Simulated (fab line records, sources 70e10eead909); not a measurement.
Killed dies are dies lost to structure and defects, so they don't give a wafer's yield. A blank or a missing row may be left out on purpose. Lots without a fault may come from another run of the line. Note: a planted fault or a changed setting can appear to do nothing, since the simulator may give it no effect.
The tool behind it: which one? :: flow nand harc :: 72 wafers from 24 lots sampled at 6 of the route's 1302 steps

WHAT EACH GAUGE READ, for each wafer
NHARC_P_CONTACT_INSPECT_27.
lot: L074
measured: day 6 04:36
on: defect inspect-02
raw defect count: 297 151 201

lot: L075
measured: day 6 14:16
on: defect inspect-02
raw defect count: 275 322 244

lot: L076
measured: day 7 04:13
on: defect inspect-01
raw defect count: 468 309 440

lot: L077
measured: day 7 09:01
on: defect inspect-02
raw defect count: 352 382 330

lot: L079
measured: day 8 04:19
on: defect inspect-01
raw defect count: 381 165 220

lot: L078
measured: day 8 13:44
on: defect inspect-01
raw defect count: 298 338 347

lot: L080
measured: day 8 22:00
on: defect inspect-02
raw defect count: 246 207 228

lot: L081
measured: day 9 12:07
on: defect inspect-01
raw defect count: 498 312 309

lot: L082
measured: day 9 14:44
on: defect inspect-02
raw defect count: 209 222 309

lot: L083
measured: day 10 02:40
on: defect inspect-02
raw defect count: 298 231 267

lot: L084
measured: day 10 11:08
on: defect inspect-02
raw defect count: 206 429 255

lot: L085
measured: day 10 18:17
on: defect inspect-01
raw defect count: 278 255 380

lot: L086
measured: day 11 05:24
on: defect inspect-02
raw defect count: 173 242 176

lot: L087
measured: day 11 07:43
on: defect inspect-01
raw defect count: 232 315 221

lot: L088
measured: day 11 22:49
on: defect inspect-01
raw defect count: 236 230 446

lot: L089
measured: day 12 04:55
on: defect inspect-02
raw defect count: 246 106 233

lot: L090
measured: day 12 10:47
on: defect inspect-02
raw defect count: 157 178 205

lot: L091
measured: day 12 22:49
on: defect inspect-01
raw defect count: 367 267 285

lot: L092
measured: day 13 15:36
on: defect inspect-02
raw defect count: 254 229 251

lot: L093
measured: day 13 19:26
on: defect inspect-02
raw defect count: 355 263 441

lot: L094
measured: day 14 05:08
on: defect inspect-01
raw defect count: 389 326 326

lot: L095
measured: day 15 05:04
on: defect inspect-01
raw defect count: 397 404 433

lot: L096
measured: day 15 10:14
on: defect inspect-01
raw defect count: 393 336 261

lot: L097
measured: day 15 16:38
on: defect inspect-01
raw defect count: 287 247 329

NHARC_P_M2_INSPECT_27.
lot: L074
measured: day 6 16:49
on: defect inspect-01
raw defect count: 319 323 290

lot: L075
measured: day 7 02:14
on: defect inspect-02
raw defect count: 233 285 274

lot: L076
measured: day 7 16:22
on: defect inspect-01
raw defect count: 391 282 389

lot: L077
measured: day 7 20:41
on: defect inspect-01
raw defect count: 236 265 246

lot: L079
measured: day 8 16:12
on: defect inspect-02
raw defect count: 439 596 445

lot: L078
measured: day 9 01:46
on: defect inspect-01
raw defect count: 319 291 333

lot: L080
measured: day 9 10:06
on: defect inspect-01
raw defect count: 433 234 234

lot: L081
measured: day 9 23:44
on: defect inspect-02
raw defect count: 198 180 193

lot: L082
measured: day 10 02:38
on: defect inspect-01
raw defect count: 275 286 344

lot: L083
measured: day 10 14:56
on: defect inspect-02
raw defect count: 343 302 404

lot: L084
measured: day 10 22:52
on: defect inspect-01
raw defect count: 400 690 816

lot: L085
measured: day 11 06:17
on: defect inspect-02
raw defect count: 217 212 221

lot: L086
measured: day 11 17:14
on: defect inspect-02
raw defect count: 269 328 323

lot: L087
measured: day 11 19:56
on: defect inspect-02
raw defect count: 268 170 392

lot: L088
measured: day 12 10:53
on: defect inspect-01
raw defect count: 425 310 256

lot: L089
measured: day 12 16:43
on: defect inspect-01
raw defect count: 447 205 269

lot: L090
measured: day 12 22:28
on: defect inspect-02
raw defect count: 375 296 183

lot: L091
measured: day 13 10:49
on: defect inspect-02
raw defect count: 357 193 178

lot: L092
measured: day 14 03:14
on: defect inspect-01
raw defect count: 615 609 483

lot: L093
measured: day 14 07:15
on: defect inspect-01
raw defect count: 202 195 387

lot: L094
measured: day 14 16:53
on: defect inspect-02
raw defect count: 227 250 264

lot: L095
measured: day 15 17:30
on: defect inspect-02
raw defect count: 374 230 503

lot: L096
measured: day 15 21:54
on: defect inspect-01
raw defect count: 217 294 265

lot: L097
measured: day 16 04:35
on: defect inspect-02
raw defect count: 330 233 258

NHARC_P_BONDPAD_CD_MEAS_09: target cd 500 nm.
lot: L074
measured: day 6 18:43
on: cd sem-03
cd nm (nm): 496.7 499.4 496.4

lot: L075
measured: day 7 04:00
on: cd sem-01
cd nm (nm): 502.6 497.6 501.1

lot: L076
measured: day 7 18:07
on: cd sem-01
cd nm (nm): 498.6 498.8 497.7

lot: L077
measured: day 7 22:20
on: cd sem-02
cd nm (nm): 498.8 497.2 501.3

lot: L079
measured: day 8 17:52
on: cd sem-02
cd nm (nm): 499.8 502.8 498.6

lot: L078
measured: day 9 03:29
on: cd sem-02
cd nm (nm): 499.7 499.0 501.4

lot: L080
measured: day 9 11:45
on: cd sem-01
cd nm (nm): 499.4 499.6 498.7

lot: L081
measured: day 10 01:31
on: cd sem-01
cd nm (nm): 496.5 500.3 498.5

lot: L082
measured: day 10 04:23
on: cd sem-01
cd nm (nm): 498.9 499.7 500.3

lot: L083
measured: day 10 16:40
on: cd sem-03
cd nm (nm): 499.5 498.8 498.9

lot: L084
measured: day 11 00:39
on: cd sem-01
cd nm (nm): 500.5 496.8 499.0

lot: L085
measured: day 11 08:06
on: cd sem-02
cd nm (nm): 502.4 504.2 500.8

lot: L086
measured: day 11 18:54
on: cd sem-03
cd nm (nm): 501.7 496.7 498.4

lot: L087
measured: day 11 21:48
on: cd sem-03
cd nm (nm): 498.8 501.6 501.1

lot: L088
measured: day 12 12:32
on: cd sem-03
cd nm (nm): 502.7 501.6 499.5

lot: L089
measured: day 12 18:32
on: cd sem-03
cd nm (nm): 500.9 496.4 500.0

lot: L090
measured: day 13 00:06
on: cd sem-02
cd nm (nm): 498.6 501.1 500.4

lot: L091
measured: day 13 12:37
on: cd sem-03
cd nm (nm): 500.9 499.7 501.4

lot: L092
measured: day 14 04:56
on: cd sem-01
cd nm (nm): 496.9 497.6 500.3

lot: L093
measured: day 14 09:02
on: cd sem-01
cd nm (nm): 496.1 499.1 500.8

lot: L094
measured: day 14 18:52
on: cd sem-02
cd nm (nm): 498.6 499.2 497.8

lot: L095
measured: day 15 19:17
on: cd sem-01
cd nm (nm): 499.7 494.8 496.9

lot: L096
measured: day 15 23:49
on: cd sem-01
cd nm (nm): 499.1 504.0 500.9

lot: L097
measured: day 16 06:23
on: cd sem-01
cd nm (nm): 497.3 500.2 499.1

WHAT TOOL EACH LOT RAN ON (gives the tool, then ch and the chambers of the sampled wafers, and finally the start)
lot: L074
NHARC_P_M1_DEGAS_29: pvd sputter-01, day 6 11:04
NHARC_P_M2_DEGAS_29: pvd sputter-01, day 6 15:16
NHARC_P_BONDPAD_DEP_00: pecvd-04 ch 0,1,2, day 6 17:38

lot: L075
NHARC_P_M1_DEGAS_29: pvd sputter-03, day 6 20:22
NHARC_P_M2_DEGAS_29: pvd sputter-03, day 7 00:35
NHARC_P_BONDPAD_DEP_00: pecvd-04 ch 0,2, day 7 04:00 or earlier

lot: L076
NHARC_P_M1_DEGAS_29: pvd sputter-01, day 7 10:37
NHARC_P_M2_DEGAS_29: pvd sputter-02, day 7 14:49
NHARC_P_BONDPAD_DEP_00: pecvd-01 ch 0,2, day 7 18:07 or earlier

lot: L077
NHARC_P_M1_DEGAS_29: pvd sputter-03, day 7 14:56
NHARC_P_M2_DEGAS_29: pvd sputter-01, day 7 19:08
NHARC_P_BONDPAD_DEP_00: pecvd-01 ch 1,2, day 7 21:14

lot: L079
NHARC_P_M1_DEGAS_29: pvd sputter-01, day 8 10:35
NHARC_P_M2_DEGAS_29: pvd sputter-02, day 8 14:38
NHARC_P_BONDPAD_DEP_00: pecvd-04 ch 0,1,2, day 8 16:49

lot: L078
NHARC_P_M1_DEGAS_29: pvd sputter-03, day 8 19:40
NHARC_P_M2_DEGAS_29: pvd sputter-02, day 8 23:50
NHARC_P_BONDPAD_DEP_00: pecvd-01 ch 0,1,2, day 9 02:25

lot: L080
NHARC_P_M1_DEGAS_29: pvd sputter-02, day 9 04:32
NHARC_P_M2_DEGAS_29: pvd sputter-02, day 9 08:32
NHARC_P_BONDPAD_DEP_00: pecvd-04 ch 0,1,2, day 9 10:40

lot: L081
NHARC_P_M1_DEGAS_29: pvd sputter-03, day 9 18:10
NHARC_P_M2_DEGAS_29: pvd sputter-03, day 9 22:11
NHARC_P_BONDPAD_DEP_00: pecvd-01 ch 0,1, day 10 00:20

lot: L082
NHARC_P_M1_DEGAS_29: pvd sputter-02, day 9 20:55
NHARC_P_M2_DEGAS_29: pvd sputter-03, day 10 01:04
NHARC_P_BONDPAD_DEP_00: pecvd-04 ch 1,2, day 10 04:23 or earlier

lot: L083
NHARC_P_M1_DEGAS_29: pvd sputter-02, day 10 09:15
NHARC_P_M2_DEGAS_29: pvd sputter-02, day 10 13:22
NHARC_P_BONDPAD_DEP_00: pecvd-01 ch 0,1, day 10 16:40 or earlier

lot: L084
NHARC_P_M1_DEGAS_29: pvd sputter-03, day 10 17:16
NHARC_P_M2_DEGAS_29: pvd sputter-02, day 10 21:17
NHARC_P_BONDPAD_DEP_00: pecvd-01 ch 0,1,2, day 10 23:25

lot: L085
NHARC_P_M1_DEGAS_29: pvd sputter-03, day 11 00:27
NHARC_P_M2_DEGAS_29: pvd sputter-03, day 11 04:27
NHARC_P_BONDPAD_DEP_00: pecvd-04 ch 0,1,2, day 11 06:56

lot: L086
NHARC_P_M1_DEGAS_29: pvd sputter-02, day 11 11:38
NHARC_P_M2_DEGAS_29: pvd sputter-01, day 11 15:40
NHARC_P_BONDPAD_DEP_00: pecvd-04 ch 1,2, day 11 17:53

lot: L087
NHARC_P_M1_DEGAS_29: pvd sputter-02, day 11 14:11
NHARC_P_M2_DEGAS_29: pvd sputter-01, day 11 18:22
NHARC_P_BONDPAD_DEP_00: pecvd-01 ch 1,2, day 11 21:48 or earlier

lot: L088
NHARC_P_M1_DEGAS_29: pvd sputter-03, day 12 05:08
NHARC_P_M2_DEGAS_29: pvd sputter-03, day 12 09:20
NHARC_P_BONDPAD_DEP_00: pecvd-04 ch 0,1, day 12 11:29

lot: L089
NHARC_P_M1_DEGAS_29: pvd sputter-01, day 12 10:59
NHARC_P_M2_DEGAS_29: pvd sputter-03, day 12 15:09
NHARC_P_BONDPAD_DEP_00: pecvd-04 ch 0,1,2, day 12 17:19

lot: L090
NHARC_P_M1_DEGAS_29: pvd sputter-01, day 12 16:43
NHARC_P_M2_DEGAS_29: pvd sputter-01, day 12 20:53
NHARC_P_BONDPAD_DEP_00: pecvd-01 ch 0,1, day 13 00:06 or earlier

lot: L091
NHARC_P_M1_DEGAS_29: pvd sputter-02, day 13 05:14
NHARC_P_M2_DEGAS_29: pvd sputter-03, day 13 09:16
NHARC_P_BONDPAD_DEP_00: pecvd-01 ch 1,2, day 13 11:28

lot: L092
NHARC_P_M1_DEGAS_29: pvd sputter-02, day 13 21:32
NHARC_P_M2_DEGAS_29: pvd sputter-02, day 14 01:41
NHARC_P_BONDPAD_DEP_00: pecvd-01 ch 0,1, day 14 03:51

lot: L093
NHARC_P_M1_DEGAS_29: pvd sputter-03, day 14 01:28
NHARC_P_M2_DEGAS_29: pvd sputter-03, day 14 05:38
NHARC_P_BONDPAD_DEP_00: pecvd-01 ch 1,2, day 14 07:49

lot: L094
NHARC_P_M1_DEGAS_29: pvd sputter-03, day 14 11:11
NHARC_P_M2_DEGAS_29: pvd sputter-02, day 14 15:20
NHARC_P_BONDPAD_DEP_00: pecvd-04 ch 0,1,2, day 14 17:38

lot: L095
NHARC_P_M1_DEGAS_29: pvd sputter-01, day 15 11:45
NHARC_P_M2_DEGAS_29: pvd sputter-03, day 15 15:56
NHARC_P_BONDPAD_DEP_00: pecvd-02 ch 0,1,2, day 15 18:04

lot: L096
NHARC_P_M1_DEGAS_29: pvd sputter-01, day 15 16:11
NHARC_P_M2_DEGAS_29: pvd sputter-02, day 15 20:22
NHARC_P_BONDPAD_DEP_00: pecvd-01 ch 0,1,2, day 15 22:35

lot: L097
NHARC_P_M1_DEGAS_29: pvd sputter-01, day 15 22:52
NHARC_P_M2_DEGAS_29: pvd sputter-03, day 16 03:02
NHARC_P_BONDPAD_DEP_00: pecvd-02 ch 0,1,2, day 16 05:09
- NHARC_P_M1_DEGAS_29: time 60 s.
- NHARC_P_M2_DEGAS_29: time 60 s.
- NHARC_P_BONDPAD_DEP_00: deposits SiCN, target thk 250 nm.

AS READ BY THE TOOLS THEMSELVES (means over the sampled wafers that have a number; for cases with no such wafer, the mark the record gives instead)
NHARC_P_M1_DEGAS_29.
lot: L074
tool: pvd sputter-01
heater power w (W): 329

lot: L075
tool: pvd sputter-03
heater power w (W): 351

lot: L076
tool: pvd sputter-01
heater power w (W): 327

lot: L077
tool: pvd sputter-03
heater power w (W): 375

lot: L079
tool: pvd sputter-01
heater power w (W): 335

lot: L078
tool: pvd sputter-03
heater power w (W): 312

lot: L080
tool: pvd sputter-02
heater power w (W): 301

lot: L081
tool: pvd sputter-03
heater power w (W): 342

lot: L082
tool: pvd sputter-02
heater power w (W): 293

lot: L083
tool: pvd sputter-02
heater power w (W): 294

lot: L084
tool: pvd sputter-03
heater power w (W): 325

lot: L085
tool: pvd sputter-03
heater power w (W): 330

lot: L086
tool: pvd sputter-02
heater power w (W): 292

lot: L087
tool: pvd sputter-02
heater power w (W): 293

lot: L088
tool: pvd sputter-03
heater power w (W): 305

lot: L089
tool: pvd sputter-01
heater power w (W): 323

lot: L090
tool: pvd sputter-01
heater power w (W): 333

lot: L091
tool: pvd sputter-02
heater power w (W): 302

lot: L092
tool: pvd sputter-02
heater power w (W): 297

lot: L093
tool: pvd sputter-03
heater power w (W): 344

lot: L094
tool: pvd sputter-03
heater power w (W): 348

lot: L095
tool: pvd sputter-01
heater power w (W): 324

lot: L096
tool: pvd sputter-01
heater power w (W): 334

lot: L097
tool: pvd sputter-01
heater power w (W): 330

NHARC_P_M2_DEGAS_29.
lot: L074
tool: pvd sputter-01
heater power w (W): 337

lot: L075
tool: pvd sputter-03
heater power w (W): 399

lot: L076
tool: pvd sputter-02
heater power w (W): 296

lot: L077
tool: pvd sputter-01
heater power w (W): 317

lot: L079
tool: pvd sputter-02
heater power w (W): 296

lot: L078
tool: pvd sputter-02
heater power w (W): 292

lot: L080
tool: pvd sputter-02
heater power w (W): 294

lot: L081
tool: pvd sputter-03
heater power w (W): 343

lot: L082
tool: pvd sputter-03
heater power w (W): 350

lot: L083
tool: pvd sputter-02
heater power w (W): 298

lot: L084
tool: pvd sputter-02
heater power w (W): 298

lot: L085
tool: pvd sputter-03
heater power w (W): 318

lot: L086
tool: pvd sputter-01
heater power w (W): 331

lot: L087
tool: pvd sputter-01
heater power w (W): 330

lot: L088
tool: pvd sputter-03
heater power w (W): 316

lot: L089
tool: pvd sputter-03
heater power w (W): 340

lot: L090
tool: pvd sputter-01
heater power w (W): 336

lot: L091
tool: pvd sputter-03
heater power w (W): 333

lot: L092
tool: pvd sputter-02
heater power w (W): 297

lot: L093
tool: pvd sputter-03
heater power w (W): 326

lot: L094
tool: pvd sputter-02
heater power w (W): 309

lot: L095
tool: pvd sputter-03
heater power w (W): 334

lot: L096
tool: pvd sputter-02
heater power w (W): 298

lot: L097
tool: pvd sputter-03
heater power w (W): 296

NHARC_P_BONDPAD_DEP_00.
lot: L074
tool: pecvd-04
heater power w (W): 561

lot: L075
tool: pecvd-04
heater power w (W): 587

lot: L076
tool: pecvd-01
heater power w (W): 597

lot: L077
tool: pecvd-01
heater power w (W): 593

lot: L079
tool: pecvd-04
heater power w (W): 555

lot: L078
tool: pecvd-01
heater power w (W): 636

lot: L080
tool: pecvd-04
heater power w (W): 580

lot: L081
tool: pecvd-01
heater power w (W): 632

lot: L082
tool: pecvd-04
heater power w (W): 548

lot: L083
tool: pecvd-01
heater power w (W): 681

lot: L084
tool: pecvd-01
heater power w (W): 628

lot: L085
tool: pecvd-04
heater power w (W): 595

lot: L086
tool: pecvd-04
heater power w (W): 618

lot: L087
tool: pecvd-01
heater power w (W): 593

lot: L088
tool: pecvd-04
heater power w (W): 504

lot: L089
tool: pecvd-04
heater power w (W): 554

lot: L090
tool: pecvd-01
heater power w (W): 645

lot: L091
tool: pecvd-01
heater power w (W): 638

lot: L092
tool: pecvd-01
heater power w (W): 677

lot: L093
tool: pecvd-01
heater power w (W): 674

lot: L094
tool: pecvd-04
heater power w (W): 547

lot: L095
tool: pecvd-02
heater power w (W): 509

lot: L096
tool: pecvd-01
heater power w (W): 583

lot: L097
tool: pecvd-02
heater power w (W): 536

THE ANSWER, worked out from the rows above alone
Rule: what is usual is taken from the lots themselves. The widest of any qualifying gaps counts: lots, ordered by their means at a reading, are off when they make up no more than a third of the lots, leave a main group of 4 or more, and stand apart from it by 3 or more times the standard deviation of that group's means. A main group is skipped when, at the precision printed for the reading in the tables above, its means are all equal. Also off: a lot with no number at a reading for which 4 or more lots have one. All remaining lots with rows at the step are treated as sound. The gauges are gone through in route order, then the tools' own readings, and for those a lot's mean is taken as printed above. At the first step where some lot is off, the reading lying furthest off is the one used; lots without a number count as furthest.
None of the lots is off at any reading shown; this tells nothing.

WHAT THE SIMULATOR HAD INSERTED
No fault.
